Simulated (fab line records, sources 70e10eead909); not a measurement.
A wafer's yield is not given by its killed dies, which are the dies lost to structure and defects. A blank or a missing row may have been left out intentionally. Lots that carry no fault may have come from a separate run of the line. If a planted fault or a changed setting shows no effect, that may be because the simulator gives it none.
Comparing a struck lot with a sound one | flow nandHarc | 14 out of 1159 route steps
Sound: the wafers L911.2, L911.3, L911.6. The struck wafers were L919.2, L919.4, L919.6. The cause comes at the end.
For every step that has rows: the tool of each side, followed by ch and its chambers, followed by its first start. Under that, the readings that differ: sound wafers | struck wafers | difference of the means | sigmas: that difference in standard deviations of wafers without a fault.
alike: a reading whose means differ by less than 2 such deviations, as well as words and numbers matching on both sides. not compared: withheld readings; readings where some wafer has no value; bounds like >300 that might hide an equal value; numbers whose values overlap and for which the record gives no deviation.
The two part at a step that has a row with sigmas, a row that says differs or no value, or rows on one side only. Numbers that don't overlap but have no deviation are shown without sigmas and don't part them. Lack of a reading on every wafer of one side parts them only where that side has two or more wafers.

first, 1 step without rows for these wafers: NHARC_A_ONON_D1_DEP_09 (target thk 1000 nm).
NHARC_A_ONON_D1_THK_MEAS_11: measures by ellipsometry.
  sound on filmMetro-02 at day 10 03:59; struck on filmMetro-02 at day 12 06:00
  alike: thkNm
then, no rows for these wafers at 1 step: NHARC_A_ONON_D1_DEP_12 (target thk 1000 nm).
NHARC_A_ONON_D1_THK_MEAS_14: measures by ellipsometry.
  sound on filmMetro-02 at day 10 04:33; struck on filmMetro-01 at day 12 06:34
  alike: thkNm
then, 2 steps without rows for these wafers: NHARC_A_ONON_D1_ANNEAL_15 (time 3600 s); NHARC_A_ONON_D1_DEP_16 (target thk 1000 nm).
NHARC_A_ONON_D1_THK_MEAS_18: measures by ellipsometry.
  sound on filmMetro-02 at day 10 14:42; struck on filmMetro-02 at day 12 14:43
reading    | sound       | struck         | difference | sigmas
thkNm (nm) | 995 996 996 | 1017 1016 1019 | +22        | +3
then, no rows for these wafers at 1 step: NHARC_A_ONON_D1_DEP_19 (target thk 1000 nm).
NHARC_A_ONON_D1_THK_MEAS_21: measures by ellipsometry.
  sound on filmMetro-01 at day 10 15:16; struck on filmMetro-01 at day 12 15:17
  alike: thkNm
then, no rows for these wafers at 1 step: NHARC_A_ONON_D1_DEP_22 (target thk 1000 nm).
NHARC_A_ONON_D1_THK_MEAS_24: measures by ellipsometry.
  sound on filmMetro-01 at day 10 15:50; struck on filmMetro-02 at day 12 15:51
  alike: thkNm
NHARC_A_ONON_D1_DEP_25: target thk 1000 nm.
  sound on pecvdOnon-02 ch 0, day 10 15:56; struck on pecvdOnon-03 ch 0, day 12 15:58
NHARC_A_ONON_D1_THK_MEAS_27: measures by ellipsometry.
  sound on filmMetro-02 at day 10 16:23; struck on filmMetro-01 at day 12 16:35
reading    | sound          | struck         | difference | sigmas
thkNm (nm) | 1014 1017 1017 | 1882 1883 1883 | +867       | +87
  not compared: hold
NHARC_END_SORT_01:
  the record has rows for the sound wafers here (prober-02 ch 0, day 22 23:25) and none for the struck ones

## WHERE THEY PART
Earliest at NHARC_A_ONON_D1_THK_MEAS_18; latest, in this record, at NHARC_END_SORT_01.

WHY: whatever the simulator had introduced
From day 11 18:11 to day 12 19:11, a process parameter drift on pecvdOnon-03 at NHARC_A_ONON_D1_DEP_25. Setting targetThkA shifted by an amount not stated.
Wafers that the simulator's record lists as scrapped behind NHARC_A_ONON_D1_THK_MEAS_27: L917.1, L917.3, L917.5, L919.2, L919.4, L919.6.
